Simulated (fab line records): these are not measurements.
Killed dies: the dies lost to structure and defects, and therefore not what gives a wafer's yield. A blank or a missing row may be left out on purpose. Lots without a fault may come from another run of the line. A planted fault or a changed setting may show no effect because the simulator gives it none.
fab line records    flow nand_harc
record: lots: 12  wafers: 36  last_day: 24
route steps=1159 shown A_CHANNEL_HOLE_D1@465 A_CHANNEL_FILL_D1@492 END@1159
lots that met no fault: taken from a fault-free run of the same line
start_h: hours from the record's opening day to when the first of the lot's shown wafers began    wait_h: hours elapsed since this lot's preceding step    " unchanged from the row above    L1.1+2: several wafers, shown together as one row    - no value present, or no start provided    * or withheld: withheld    < > ~ a bound
route shown NAME@n: a module of which the file shows steps, and the number in the route of the first    usual: mean/standard deviation taken from wafers without a fault    same: alike in all rows    chamber/n: place in a boat    sites: the reading at each site    _std_site: how widely they spread, as a standard deviation    _edge_site: the outer-site mean with the inner-site mean subtracted    radius_mm: how far each site lies from the wafer's centre    mask NAME#n: copy n    behind: tool/chamber where the wafer was last shaped    hold: the reason the lot was held/the length of the hold in hours/how it ended    device: whichever transistor did not switch (one of n, p or np)    end of line: the route-end tests of the same wafers    for a step that has no rows: nothing shown but its recipe    killed: dies lost to structure and defects at the first sort, not the wafer's yield    map: a wafer's dies, marking killed ones x, the rest . and places with no die _
set.NAME: the setting that was run; set.NAME@STEP: the one run at that earlier step    model.NAME: the simulator's own value behind a step, which no gauge read
route steps across a sampled set of lots; one table per step, one row per wafer
services: the hour from which a tool's chamber was out of use, counted from the record's first day as start_h (under 0 if before that day), plus the number of hours and why
== steps ==
step: NHARC_A_CHANNEL_HOLE_D1_DESCUM_15
recipe: time_s: 3  o2_flow_sccm: 200  ar_flow_sccm: 0  bias_power_w: 0  chemistry: O2
usual: drypump_motor_current_A: 5.6/0.3  mfc_ar_sccm: 0.003/0.0058  oes_product_au: 0.999/0.01  rf_vpp_V: 57.9/0.91  showerhead_plenum_p_Torr: 1.94/0.081  throttle_valve_pct: 11.311/0.01
same: bias_power_w: 0
lot.wafer  tool         chamber  start_h  wait_h  drypump_motor_current_A  mfc_ar_sccm  oes_product_au  rf_hours_counter_h  rf_vpp_V  showerhead_plenum_p_Torr  throttle_valve_pct
L407.4     rie_diel-12  1        174.57   0.1     5.8                      0.018        0.999           9                   57.3      1.94                      11.314
L407.3     "            2        "        "       5.4                      0            1.006           9                   58.6      2.01                      11.314
L407.6     "            2        "        "       5.3                      0            1.005           -                   58.5      2.01                      11.320
L408.1     rie_diel-04  2        186.10   0.1     6.0                      0            0.988           4                   58.8      1.93                      11.292
L408.4     "            0        "        "       5.8                      0.008        1.004           4                   57.2      1.92                      11.293
L408.6     "            3        "        "       5.4                      0.000        0.986           -                   57.9      1.81                      11.309
L411.2     rie_diel-08  0        195.25   0.1     5.6                      0.001        0.996           4                   57.1      2.06                      11.301
L411.6     "            0        "        "       5.6                      0.001        1.019           -                   57.5      2.06                      11.305
L411.5     "            3        "        "       6.1                      0            0.993           -                   59.1      2.03                      11.332
L410.4     rie_diel-12  1        195.50   0.1     5.8                      0.018        1.000           10                  59.6      1.93                      11.313
L410.1     "            3        "        "       5.2                      0            1.003           10                  58.6      1.92                      11.316
L410.6     "            1        "        "       5.8                      0.018        0.998           -                   57.9      1.94                      11.306
L413.2     rie_diel-12  0        212.66   0.1     5.9                      0            1.003           0                   57.6      1.81                      11.294
L413.3     "            2        "        "       5.3                      0            0.983           0                   59.1      2.01                      11.332
L413.5     "            2        "        "       5.3                      0            0.984           -                   58.0      2.01                      11.315
L412.3     rie_diel-04  1        213.36   0.1     5.1                      0.010        0.989           6                   56.9      2.05                      11.299
L412.6     "            3        "        "       5.4                      0.000        0.993           -                   57.2      1.81                      11.326
L412.4     "            0        "        "       5.8                      0.008        1.003           -                   59.9      1.92                      11.302
L423.1     rie_diel-04  2        278.48   0.1     6.0                      0            1.008           10                  58.0      1.93                      11.302
L423.2     "            0        "        "       5.8                      0.008        1.006           9                   57.3      1.91                      11.314
L423.6     "            1        "        "       5.1                      0.010        0.979           -                   58.0      2.05                      11.312
L422.4     rie_diel-08  3        279.51   0.1     6.0                      0            0.988           10                  56.5      2.03                      11.325
L422.6     "            3        "        "       6.0                      0            0.995           -                   58.2      2.03                      11.305
L422.5     "            0        "        "       5.6                      0.001        1.016           -                   57.0      2.06                      11.321
L426.2     rie_diel-12  1        288.33   0.1     5.8                      0.018        0.998           5                   57.5      1.93                      11.311
L426.5     "            2        "        "       5.3                      0            0.999           -                   58.7      2.00                      11.304
L426.6     "            3        "        "       5.2                      0            1.005           -                   60.2      1.91                      11.329
L427.2     rie_diel-08  3        288.65   0.1     6.0                      0            0.999           11                  57.8      2.03                      11.323
L427.1     "            1        "        "       5.6                      0            0.986           10                  59.4      1.92                      11.319
L427.4     "            2        "        "       5.3                      0            1.009           10                  56.7      1.85                      11.298
L429.3     rie_diel-12  2        304.21   0.1     5.3                      0            0.991           6                   58.0      2.00                      11.315
L429.4     "            3        "        "       5.2                      0            1.008           6                   58.5      1.91                      11.312
L429.1     "            1        "        "       5.8                      0.018        0.993           6                   57.8      1.93                      11.327
L428.3     rie_diel-04  1        306.24   0.1     5.1                      0.010        0.996           0                   58.5      2.05                      11.303
L428.4     "            2        "        "       6.0                      0            1.005           1                   57.8      1.93                      11.314
L428.2     "            0        "        "       5.8                      0.008        0.995           0                   56.4      1.91                      11.309
step: NHARC_A_CHANNEL_HOLE_D1_ETCH_23
recipe: bias_v: 5000  source_w: withheld  pressure_mtorr: 20  time_s: 819  ar_flow_sccm: 375  c4f8_flow_sccm: 89.3  o2_flow_sccm: 35.7  temp_c: -20  target_depth_a: 16000  chemistry: C4F8/O2/Ar
usual: drypump_motor_current_A: 6.0/0.51  esc_clamp_current_uA: 0.0208/0.00045  mfc_ar_sccm: 375.0/1.1  showerhead_plenum_p_Torr: 3.70/0.076  throttle_valve_pct: 32.155/0.0096
lot.wafer  tool         chamber  start_h  wait_h  drypump_motor_current_A  esc_clamp_current_uA  mfc_ar_sccm  rf_hours_counter_h  showerhead_plenum_p_Torr  throttle_valve_pct
L407.3     har_etch-02  1        177.42   0.5     6.1                      0.0214                372.6        -                   3.73                      32.155
L407.4     "            0        "        "       6.5                      0.0205                376.1        -                   3.62                      32.166
L407.6     "            0        "        "       6.5                      0.0205                374.6        -                   3.62                      32.150
L408.1     har_etch-02  0        188.71   0.5     6.5                      0.0204                374.7        107                 3.61                      32.161
L408.4     "            1        "        "       6.1                      0.0214                373.1        -                   3.73                      32.144
L408.6     "            0        "        "       6.5                      0.0204                374.5        -                   3.61                      32.137
L411.2     har_etch-02  0        197.91   0.5     6.5                      0.0204                375.4        112                 3.61                      32.149
L411.6     "            0        "        "       6.5                      0.0204                375.5        -                   3.61                      32.142
L411.5     "            1        "        "       6.1                      0.0214                374.0        -                   3.73                      32.154
L410.1     har_etch-01  1        198.23   0.5     5.1                      0.0207                375.0        199                 3.73                      32.150
L410.4     "            0        "        "       6.2                      0.0203                373.1        -                   3.82                      32.161
L410.6     "            0        "        "       6.2                      0.0203                374.1        -                   3.82                      32.147
L413.2     har_etch-02  0        215.46   0.5     6.6                      0.0204                374.8        117                 3.61                      32.158
L413.3     "            1        "        "       6.1                      0.0214                375.0        -                   3.72                      32.161
L413.5     "            0        "        "       6.5                      0.0204                375.6        -                   3.61                      32.142
L412.4     har_etch-02  0        219.86   0.5     6.5                      0.0205                373.1        -                   3.61                      32.164
L412.3     "            1        "        "       6.1                      0.0214                372.9        -                   3.72                      32.152
L412.6     "            0        "        "       6.5                      0.0205                374.2        -                   3.61                      32.148
L423.2     har_etch-01  1        281.31   0.5     5.1                      0.0207                375.0        231                 3.72                      32.183
L423.1     "            0        "        "       6.2                      0.0203                374.8        231                 3.80                      32.165
L423.6     "            0        "        "       6.2                      0.0203                375.3        -                   3.80                      32.171
L422.4     har_etch-02  1        285.36   0.5     6.0                      0.0214                374.1        -                   3.71                      32.174
L422.5     "            1        "        "       6.1                      0.0214                373.5        -                   3.71                      32.153
L422.6     "            0        "        "       6.5                      0.0205                375.1        -                   3.59                      32.176
L426.2     har_etch-02  1        291.02   0.5     6.1                      0.0215                373.5        152                 3.70                      32.158
L426.6     "            0        "        "       6.5                      0.0205                374.4        -                   3.59                      32.156
L426.5     "            1        "        "       6.1                      0.0215                373.7        -                   3.70                      32.147
L427.2     har_etch-01  1        293.26   0.5     5.1                      0.0206                374.4        241                 3.71                      32.151
L427.1     "            0        "        "       6.2                      0.0204                377.0        241                 3.80                      32.179
L427.4     "            1        "        "       5.1                      0.0206                374.9        -                   3.71                      32.174
L429.1     har_etch-02  1        306.83   0.5     6.1                      0.0215                375.6        161                 3.70                      32.149
L429.4     "            1        "        "       6.1                      0.0214                374.4        -                   3.70                      32.159
L429.3     "            0        "        "       6.6                      0.0205                376.4        -                   3.58                      32.148
L428.2     har_etch-02  1        311.10   0.5     6.1                      0.0215                374.6        165                 3.70                      32.161
L428.4     "            0        "        "       6.5                      0.0205                375.8        -                   3.58                      32.160
L428.3     "            1        "        "       6.2                      0.0214                376.3        -                   3.70                      32.162
step: NHARC_A_CHANNEL_HOLE_D1_CD_MEAS_30
usual: cd_nm: 90.1/1.2
lot.wafer  tool       chamber  start_h  wait_h  cd_nm
L407.3     cd_sem-01  -        181.29   -       89.3
L407.4     "          -        "        "       91.3
L407.6     "          -        "        "       88.6
L408.1     cd_sem-01  -        192.92   -       89.4
L408.4     "          -        "        "       90.0
L408.6     "          -        "        "       91.6
L411.2     cd_sem-02  -        201.96   -       90.1
L411.5     "          -        "        "       88.8
L411.6     "          -        "        "       89.2
L410.1     cd_sem-03  -        202.19   -       89.0
L410.4     "          -        "        "       89.7
L410.6     "          -        "        "       89.5
L413.2     cd_sem-01  -        219.57   -       88.9
L413.3     "          -        "        "       91.2
L413.5     "          -        "        "       88.2
L412.3     cd_sem-02  -        223.69   -       90.1
L412.4     "          -        "        "       90.1
L412.6     "          -        "        "       92.8
L423.1     cd_sem-03  -        285.43   -       89.1
L423.2     "          -        "        "       89.0
L423.6     "          -        "        "       92.1
L422.4     cd_sem-02  -        289.23   -       90.5
L422.5     "          -        "        "       89.9
L422.6     "          -        "        "       90.6
L426.2     cd_sem-02  -        295.02   -       91.0
L426.5     "          -        "        "       90.1
L426.6     "          -        "        "       90.2
L427.1     cd_sem-01  -        297.38   0.1     90.7
L427.2     "          -        "        "       89.1
L427.4     "          -        "        "       91.4
L429.1     cd_sem-01  -        310.93   -       90.4
L429.3     "          -        "        "       89.5
L429.4     "          -        "        "       91.9
L428.2     cd_sem-01  -        315.08   -       89.7
L428.3     "          -        "        "       87.9
L428.4     "          -        "        "       88.4
step: NHARC_A_CHANNEL_FILL_D1_ALD_02
recipe: target_thk_a: 60  pulse_time_s: 10  ald_cycles: 60  temp_c: 300  material: SiO2
usual: ald_cycles: 60/0  heater_power_outer_w: 251/27  heater_power_w: 457/44  precursor_pulse_height_rel: 1.000/0.019
lot.wafer  tool       chamber  start_h  wait_h  ald_cycles  heater_power_outer_w  heater_power_w  precursor_pulse_height_rel
L407.4     ald_hk-04  1        181.67   -       60          291                   521             0.992
L407.3     "          0        "        "       60          245                   516             1.013
L407.6     "          2        "        "       60          240                   461             0.987
L408.1     ald_hk-02  0        193.54   -       60          268                   456             0.988
L408.4     "          1        "        "       60          264                   484             0.989
L408.6     "          1        "        "       60          266                   485             1.015
L411.2     ald_hk-01  0        202.56   -       60          253                   447             0.990
L411.5     "          1        "        "       60          194                   372             0.944
L411.6     "          2        "        "       60          248                   471             1.007
L410.4     ald_hk-02  2        202.57   -       60          274                   506             1.037
L410.1     "          3        "        "       60          226                   412             1.011
L410.6     "          2        "        "       60          270                   505             1.031
L413.3     ald_hk-02  2        220.11   -       60          269                   510             0.987
L413.2     "          3        "        "       60          232                   410             1.026
L413.5     "          1        "        "       60          260                   472             1.021
L412.3     ald_hk-02  1        224.07   -       60          266                   481             1.008
L412.4     "          0        "        "       60          265                   459             1.021
L412.6     "          2        "        "       60          278                   492             0.991
L423.1     ald_hk-01  1        285.97   -       -           -                     -               -
L423.2     "          2        "        "       -           -                     -               -
L423.6     "          0        "        "       -           -                     -               -
L422.4     ald_hk-04  0        289.76   -       -           -                     -               -
L422.5     "          2        "        "       -           -                     -               -
L422.6     "          3        "        "       -           -                     -               -
L426.2     ald_hk-04  0        295.47   -       60          243                   502             1.006
L426.6     "          3        "        "       60          210                   393             1.025
L426.5     "          0        "        "       60          238                   490             0.989
L427.2     ald_hk-04  0        297.77   -       60          241                   479             0.995
L427.4     "          1        "        "       60          292                   503             0.982
L427.1     "          3        "        "       60          212                   388             1.016
L429.3     ald_hk-01  0        311.31   -       60          264                   464             0.999
L429.4     "          2        "        "       60          263                   494             0.970
L429.1     "          3        "        "       60          265                   453             0.999
L428.4     ald_hk-01  0        315.47   -       60          267                   466             1.018
L428.2     "          1        "        "       60          203                   390             1.010
L428.3     "          3        "        "       60          255                   451             1.011
step: NHARC_END_SORT_01
recipe: temp_c: 25
usual: killed_at_array: 25/9.5  killed_at_other: 0.8/1.2  killed_at_periphery: 3.4/2.2  killed_dies: 29/10  killed_open: 3.3/1.8  killed_short: 2.1/1.4
same: gross_dies: 677
lot.wafer  tool       chamber  start_h  wait_h  killed_at_array  killed_at_other  killed_at_periphery  killed_dies  killed_open  killed_short
L423.1     prober-02  0        549.27   2.5     671              2                4                    677          5            0
L423.2     prober-02  0        550.06   2.8     671              0                6                    677          3            2
L423.6     prober-02  0        553.22   3.9     670              1                6                    677          6            1
L422.4     prober-01  0        555.87   3.4     672              0                5                    677          8            1
L422.5     prober-01  0        556.66   3.7     670              0                7                    677          6            3
L422.6     prober-01  0        557.45   4.0     673              0                4                    677          5            3
killed by level:class
L423.1 A_CHANNEL_FILL_D1:area_ald=621 A_SLIT:chamber_film_flake=20 A_CHANNEL_HOLE_D1:chamber_film_flake=18 A_CONTACT:chamber_film_flake=4 A_CHANNEL_FILL_D1:geometric_particle:open=3 A_STAIRCASE:chamber_film_flake=3 P_M2:chamber_film_flake=2 THIN_TSV:chamber_film_flake=2
L423.2 A_CHANNEL_FILL_D1:area_ald=636 A_CHANNEL_HOLE_D1:chamber_film_flake=22 A_SLIT:chamber_film_flake=4 P_GATE:chamber_film_flake=3 A_CONTACT:chamber_film_flake=3 A_CHANNEL_HOLE_D1:geometric_particle:short=2 P_M2:chamber_film_flake=2 A_STAIRCASE:chamber_film_flake=2
L423.6 A_CHANNEL_FILL_D1:area_ald=628 A_SLIT:chamber_film_flake=16 A_CHANNEL_HOLE_D1:chamber_film_flake=13 A_CONTACT:chamber_film_flake=6 P_M0:geometric_particle:open=3 A_CHANNEL_FILL_D1:geometric_particle:open=2 A_ZERO_WELL:chamber_film_flake=2 A_STAIRCASE:chamber_film_flake=2
L422.4 A_CHANNEL_FILL_D1:area_ald=659 A_CHANNEL_HOLE_D1:chamber_film_flake=6 P_M0:geometric_particle:open=3 A_CONTACT:geometric_particle:open=2 P_CONTACT:geometric_particle:open=1 A_ONON_D1:geometric_particle:open=1 A_SGD_CUT:geometric_particle:open=1 A_CONTACT:geometric_particle:short=1
L422.5 A_CHANNEL_FILL_D1:area_ald=643 A_CHANNEL_HOLE_D1:chamber_film_flake=11 A_STAIRCASE:chamber_film_flake=7 A_CONTACT:geometric_particle:open=3 A_WL_FILL:chamber_film_flake=2 A_ZERO_WELL:chamber_film_flake=2 P_CONTACT:geometric_particle:open=1 P_CONTACT:geometric_particle:short=1
L422.6 A_CHANNEL_FILL_D1:area_ald=658 A_CHANNEL_HOLE_D1:chamber_film_flake=4 A_STAIRCASE:chamber_film_flake=3 P_CONTACT:geometric_particle:open=2 P_M0:geometric_particle:open=2 A_M0:geometric_particle:short=2 A_WL_FILL:chamber_film_flake=2 A_CONTACT:chamber_film_flake=2
== services ==
tool         chamber  start_h  hours  kind
rie_diel-04  -        155.73   1.1    repair
rie_diel-12  0        157.18   -      clean
rie_diel-12  1        157.18   -      clean
rie_diel-12  2        157.18   -      clean
rie_diel-12  3        157.18   -      clean
rie_diel-08  -        171.33   1.3    repair
rie_diel-12  0        181.68   -      clean
rie_diel-12  1        181.68   -      clean
rie_diel-12  2        181.68   -      clean
rie_diel-12  3        181.68   -      clean
rie_diel-08  1        191.92   3.4    repair
ald_hk-04    -        193.15   10.0   pm
rie_diel-12  -        202.40   9.0    pm
rie_diel-12  0        202.40   9.0    vent_cycle
rie_diel-12  1        202.40   11.1   vent_cycle
rie_diel-04  2        208.75   4.9    repair
rie_diel-08  0        225.39   8.6    repair
ald_hk-01    -        228.00   10.0   pm
rie_diel-08  0        251.58   8.4    repair
rie_diel-04  3        275.71   4.1    repair
ald_hk-02    -        280.00   10.0   pm
rie_diel-04  -        288.90   9.0    pm
rie_diel-08  -        301.80   9.0    pm
har_etch-01  -        305.00   17.0   pm
== key ==
first_sign: step: NHARC_A_CHANNEL_FILL_D1_ALD_02  reading: tool_record  direction: missing
effect: step: NHARC_END_SORT_01  reading: killed_at_array  direction: up  sigmas: 68  usual: 25  struck: 671
more_kills_born_at: NHARC_A_CHANNEL_FILL_D1_ALD_02@ald_hk-04: 1960  NHARC_A_CHANNEL_FILL_D1_ALD_02@ald_hk-01: 1884
met_at NHARC_A_CHANNEL_FILL_D1_ALD_02
struck_lots L422,L423
later_rows_left_out L422.4,L422.5,L422.6,L423.1,L423.2,L423.6
tester_left_out L422,L423
not_acting_at NHARC_A_CHANNEL_HOLE_D1_DESCUM_15,NHARC_A_CHANNEL_HOLE_D1_ETCH_23,NHARC_A_CHANNEL_HOLE_D1_CD_MEAS_30
onset_between 202.56 285.97
fault: kind: skipped_step_whole  tool: ald_hk-01,ald_hk-04  chamber: -  onset_h: 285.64  steps: NHARC_A_CHANNEL_FILL_D1_ALD_02  scope: struck_lots_only
tester_left_out: of these lots the tester's yield and bins aren't shown, on N5 and GAA mostly nor the transistor test; their killed dies are dies lost to structure and defects alone, not to doping, threshold or leakage, so they don't give the yield
later_rows_left_out: the simulator's readings of these wafers behind a module that went badly wrong aren't trusted and aren't shown, but for the sort
